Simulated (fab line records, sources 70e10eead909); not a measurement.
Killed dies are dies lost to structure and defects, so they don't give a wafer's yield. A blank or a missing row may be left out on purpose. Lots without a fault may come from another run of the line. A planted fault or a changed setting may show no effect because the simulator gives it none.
Which tool did it? | flow nand_harc | 13 lots, 39 wafers sampled, at 5 steps of a route of 1159

WHAT THE GAUGES READ, wafer by wafer
NHARC_A_CHANNEL_HOLE_D1_INSPECT_12.
lot  | measured     | on                | raw_defect_count
L325 | day 8 00:49  | defect_inspect-02 | 9 5 5
L327 | day 9 01:41  | defect_inspect-01 | 6 4 2
L326 | day 9 01:51  | defect_inspect-02 | 3 3 5
L328 | day 9 03:44  | defect_inspect-01 | 7 6 6
L329 | day 9 03:53  | defect_inspect-02 | 8 2 5
L335 | day 11 07:56 | defect_inspect-01 | 5 7 8
L337 | day 11 08:05 | defect_inspect-02 | 7 7 5
L338 | day 11 08:16 | defect_inspect-01 | 9 3 11
L340 | day 11 22:26 | defect_inspect-01 | 6 6 4
L343 | day 12 16:17 | defect_inspect-02 | 13 4 1
L344 | day 12 16:27 | defect_inspect-02 | 2 10 8
L345 | day 13 00:17 | defect_inspect-02 | 4 6 4
L348 | day 14 12:11 | defect_inspect-02 | 2 4 4

NHARC_END_SORT_01.
lot  | measured     | on        | killed_at_array | killed_at_other | killed_at_periphery | killed_dies | killed_open | killed_short
L326 | day 21 00:12 | prober-01 | 24 24 26        | 1 0 0           | 4 4 4               | 29 28 30    | 0 4 5       | 1 3 0
L335 | day 21 23:14 | prober-01 | 35 29 22        | 0 1 0           | 9 9 7               | 44 39 29    | 4 0 3       | 3 3 0
L340 | day 23 09:14 | prober-01 | 20 19 15        | 6 7 4           | 4 3 1               | 30 29 20    | 6 4 3       | 3 2 1
L345 | day 24 19:19 | prober-02 | 28 31 36        | 0 0 0           | 1 5 3               | 29 36 39    | 5 6 6       | 2 1 1

WHICH TOOL RAN EACH LOT (tool, then ch and the chambers of the sampled wafers, then the start)
lot  | NHARC_A_CHANNEL_FILL_D1_ALD_03      | NHARC_A_CHANNEL_FILL_D1_ETCHBACK_19 | NHARC_A_CHANNEL_FILL_D1_STRIP_28
L325 | ald_sin_batch-02 ch 0, day 8 11:24  | rie_si-03 ch 1,2, day 9 14:37       | rie_diel-03 ch 0,1,3, day 9 14:51
L327 | ald_sin_batch-02 ch 0, day 9 12:17  | rie_si-03 ch 0,2, day 10 10:06      | rie_diel-03 ch 0,1,2, day 10 10:19
L326 | ald_sin_batch-02 ch 0, day 9 12:17  | rie_si-02 ch 0,1, day 10 10:05      | rie_diel-04 ch 0,1, day 10 10:21
L328 | ald_sin_batch-01 ch 0, day 9 16:26  | rie_si-04 ch 1,2,3, day 10 10:08    | rie_diel-12 ch 0,1,2, day 10 10:25
L329 | ald_sin_batch-01 ch 0, day 9 16:26  | rie_si-03 ch 0,1,3, day 10 10:10    | rie_diel-04 ch 2,3, day 10 10:23
L335 | ald_sin_batch-01 ch 0, day 11 18:51 | rie_si-02 ch 0,1,3, day 12 15:35    | rie_diel-03 ch 0,2,3, day 12 15:49
L337 | ald_sin_batch-01 ch 0, day 11 18:51 | rie_si-03 ch 0,1,2, day 12 15:35    | rie_diel-04 ch 2,3, day 12 15:49
L338 | ald_sin_batch-01 ch 0, day 11 23:01 | rie_si-02 ch 1,2, day 12 19:33      | rie_diel-03 ch 0,2,3, day 12 19:48
L340 | ald_sin_batch-03 ch 0, day 12 08:03 | rie_si-02 ch 0,1,2, day 13 04:43    | rie_diel-03 ch 2,3, day 13 04:53
L343 | ald_sin_batch-02 ch 0, day 13 03:02 | rie_si-02 ch 0,1,2, day 13 23:38    | rie_diel-04 ch 0,1,2, day 13 23:50
L344 | ald_sin_batch-02 ch 0, day 13 03:02 | rie_si-04 ch 0,2,3, day 13 23:39    | rie_diel-03 ch 0,2,3, day 13 23:50
L345 | ald_sin_batch-03 ch 0, day 13 11:03 | rie_si-03 ch 0,1,3, day 14 07:37    | rie_diel-04 ch 2,3, day 14 07:50
L348 | ald_sin_batch-01 ch 0, day 14 22:47 | rie_si-04 ch 0,2,3, day 15 17:31    | rie_diel-12 ch 0,2,3, day 15 17:44
- NHARC_A_CHANNEL_FILL_D1_ALD_03: deposits SiNx, target thk 6 nm, pulse time 60 s, ald cycles 58.
- NHARC_A_CHANNEL_FILL_D1_ETCHBACK_19: etches the open film in HBr/Cl2, target depth 5 nm, time 1.7 s.
- NHARC_A_CHANNEL_FILL_D1_STRIP_28: strips in O2, time 20 s.

WHAT THE TOOLS THEMSELVES READ (means of the sampled wafers that have a number; where no wafer has one, the mark that the record gives instead)
NHARC_A_CHANNEL_FILL_D1_ALD_03.
lot  | tool             | precursor_pulse_height_rel
L325 | ald_sin_batch-02 | 1.007
L327 | ald_sin_batch-02 | 0.984
L326 | ald_sin_batch-02 | 1.000
L328 | ald_sin_batch-01 | 1.003
L329 | ald_sin_batch-01 | 1.009
L335 | ald_sin_batch-01 | 1.014
L337 | ald_sin_batch-01 | 1.000
L338 | ald_sin_batch-01 | 0.994
L340 | ald_sin_batch-03 | 0.998
L343 | ald_sin_batch-02 | 0.992
L344 | ald_sin_batch-02 | 0.991
L345 | ald_sin_batch-03 | 0.980
L348 | ald_sin_batch-01 | 1.010

NHARC_A_CHANNEL_FILL_D1_ETCHBACK_19.
lot  | tool      | drypump_motor_current_A (A) | oes_product_au (a.u.) | throttle_valve_pct (%)
L325 | rie_si-03 | 6.1                         | 0.998                 | 26.405
L327 | rie_si-03 | 6.1                         | 1.004                 | 26.413
L326 | rie_si-02 | 5.5                         | 1.006                 | 26.398
L328 | rie_si-04 | 5.6                         | 1.008                 | 26.404
L329 | rie_si-03 | 6.2                         | 0.993                 | 26.406
L335 | rie_si-02 | 5.9                         | 1.004                 | 26.401
L337 | rie_si-03 | 6.1                         | 0.997                 | 26.402
L338 | rie_si-02 | 5.9                         | 1.007                 | 26.403
L340 | rie_si-02 | 5.8                         | 1.002                 | 26.397
L343 | rie_si-02 | 5.7                         | 1.002                 | 26.401
L344 | rie_si-04 | 5.6                         | 0.999                 | 26.402
L345 | rie_si-03 | 6.2                         | 0.999                 | 26.409
L348 | rie_si-04 | 5.7                         | 1.000                 | 26.404

NHARC_A_CHANNEL_FILL_D1_STRIP_28.
lot  | tool        | drypump_motor_current_A (A) | oes_product_au (a.u.) | rf_vpp_V (V) | showerhead_plenum_p_Torr (Torr) | throttle_valve_pct (%)
L325 | rie_diel-03 | 5.5                         | 1.007                 | 58.6         | 3.56                            | 17.037
L327 | rie_diel-03 | 5.5                         | 0.997                 | 57.6         | 3.56                            | 17.039
L326 | rie_diel-04 | 6.2                         | 1.001                 | 57.9         | 3.57                            | 17.042
L328 | rie_diel-12 | 5.9                         | 0.993                 | 57.8         | 3.64                            | 17.031
L329 | rie_diel-04 | 5.2                         | 0.994                 | 57.2         | 3.47                            | 17.046
L335 | rie_diel-03 | 5.7                         | 0.993                 | 58.4         | 3.68                            | 17.042
L337 | rie_diel-04 | 5.2                         | 0.998                 | 56.9         | 3.40                            | 17.034
L338 | rie_diel-03 | 5.7                         | 1.008                 | 57.7         | 3.68                            | 17.042
L340 | rie_diel-03 | 5.7                         | 1.006                 | 57.8         | 3.72                            | 17.045
L343 | rie_diel-04 | 5.8                         | 1.005                 | 57.8         | 3.51                            | 17.039
L344 | rie_diel-03 | 5.7                         | 1.005                 | 57.9         | 3.68                            | 17.039
L345 | rie_diel-04 | 5.3                         | 1.001                 | 57.5         | 3.47                            | 17.031
L348 | rie_diel-12 | 5.7                         | 1.003                 | 58.7         | 3.64                            | 17.038

THE ANSWER, worked out from the rows above alone
Rule: what is usual is taken from the lots themselves. Put in order of their means at a reading, lots are off if they are a third of the lots or fewer, leave a main group of 4 or more, and stand apart from it by a gap of 3 or more times the standard deviation of the main group's means; of several such gaps the widest counts. A main group whose means are all the same, to the digits that the tables above print for the reading, isn't used. A lot without any number at a reading at which 4 lots or more have one is off too. The other lots that the step has rows for count as sound. The gauges are gone through in route order, then the tools' own readings, and for those a lot's mean is taken as printed above. The first step at which some lot is off is used, and at that step the reading that is off furthest; a lot without a number counts as furthest.
No lot is off at any reading shown: from this, nothing can be told.

WHAT THE SIMULATOR HAD PUT IN
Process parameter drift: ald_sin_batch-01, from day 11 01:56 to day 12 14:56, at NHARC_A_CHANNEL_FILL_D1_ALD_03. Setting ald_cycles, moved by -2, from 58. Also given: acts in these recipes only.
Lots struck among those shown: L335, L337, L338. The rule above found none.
